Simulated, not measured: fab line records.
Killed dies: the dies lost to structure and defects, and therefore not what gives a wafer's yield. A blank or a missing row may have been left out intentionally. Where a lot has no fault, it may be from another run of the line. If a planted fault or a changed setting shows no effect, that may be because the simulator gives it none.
Lot-split experiment | flow n5-finfet | 21 wafers read from 7 lots, route of 1938 steps

## ON THE SPLIT
At N5_BEOL_M11_ETCH_41 (etches SiCN in CH3F/O2, target depth 42.6 nm, time 86 s), the setting time-s was moved away from the recipe's 86 s on 9 of the 21 wafers read, by -16.2% to +8.8%. All remaining wafers had this setting at the recipe value.

The reading comes from the split's own step.

## THE READING
etch.depth-nm (the simulator's own value, which no gauge read), in nm, at N5_BEOL_M11_ETCH_41 (etches SiCN in CH3F/O2, target depth 42.6 nm, time 86 s). There is no usual value for it anywhere in the file. Across the 12 wafers here that went through the recipe, the average is 32.82 nm and the standard deviation 0.58 nm.

wafer  | tool, chamber at the split | time-s as run, s | against the recipe | etch.depth-nm, nm | against lot-mates on the recipe
L076.3 | rie-diel-06, 1             | 78.95            | -8.2%              | 30.68             | -2.81
L076.4 | rie-diel-06, 0             | 78.95            | -8.2%              | 30.32             | -3.17
L076.6 | rie-diel-06, 1             | 86               | recipe             | 33.49             | -
L075.1 | rie-diel-02, 0             | 73.34            | -14.7%             | 28.33             | -3.90
L075.2 | rie-diel-02, 3             | 73.34            | -14.7%             | 27.63             | -4.60
L075.5 | rie-diel-02, 2             | 86               | recipe             | 32.23             | -
L084.1 | rie-diel-04, 1             | 86               | recipe             | 31.98             | -
L084.3 | rie-diel-04, 0             | 86               | recipe             | 33.17             | -
L084.4 | rie-diel-04, 3             | 86               | recipe             | 31.85             | -
L082.1 | rie-diel-02, 2             | 72.06            | -16.2%             | 28.3              | no lot-mate on the recipe
L082.4 | rie-diel-02, 1             | 72.06            | -16.2%             | 26.77             | no lot-mate on the recipe
L082.6 | rie-diel-02, 2             | 72.06            | -16.2%             | 28.12             | no lot-mate on the recipe
L086.2 | rie-diel-04, 0             | 86               | recipe             | 33.23             | -
L086.3 | rie-diel-04, 2             | 86               | recipe             | 33.19             | -
L086.6 | rie-diel-04, 3             | 86               | recipe             | 32.1              | -
L091.3 | rie-diel-04, 0             | 86               | recipe             | 33.47             | -
L091.4 | rie-diel-04, 2             | 93.54            | +8.8%              | 36.26             | +2.79
L091.6 | rie-diel-04, 1             | 93.54            | +8.8%              | 34.8              | +1.33
L096.1 | rie-diel-06, 2             | 86               | recipe             | 32.89             | -
L096.4 | rie-diel-06, 2             | 86               | recipe             | 33.05             | -
L096.5 | rie-diel-06, 1             | 86               | recipe             | 33.16             | -

THE FIT
A straight line over all 21 wafers: etch.depth-nm changes by +0.315 nm for each +1% of time-s; r = +0.97; the points scatter about the line by 0.61 nm.
The same after taking each lot's own level away (the mean of its wafers on the recipe; 18 wafers): +0.287 nm for each +1%; r = +0.96; scatter 0.52 nm.
According to that fit, moving time-s by its largest amount changes the reading by 4.6 nm.
From 32.230 to 33.490 nm: that is the span of the lots' own levels, equal to 2.2 times the standard deviation above.
So the lot-to-lot level changes the slope little: the two slopes agree.
Check: with one of the wafers moved furthest among these (-14.7%) left out of the fit, the line predicts -4.54 nm for it against its lot-mates. Against them it came out at -3.9 nm.

## OTHER SPLITS ON THESE WAFERS
Note: prior to the reading, these wafers also went through further splits. Each is held against what the fit with the lots' levels taken away leaves over:
other split on the same wafers    | wafers away from the commonest value | r with etch.depth-nm (lot level and that fit taken away)
N5_BEOL_M9_ILD_DEP_00 time-s      | 6                                    | -0.08
N5_BEOL_M10_COAT_64 spin-rpm      | 7                                    | -0.24
N5_BEOL_M10_COAT_22 spin-rpm      | 6                                    | +0.19
N5_BEOL_M11_TRENCH_ETCH_37 time-s | 6                                    | -0.60

## THE FILE'S OWN FIT
etch.depth-nm changes by +0.291 nm for each +1% of time-s, r = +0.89.
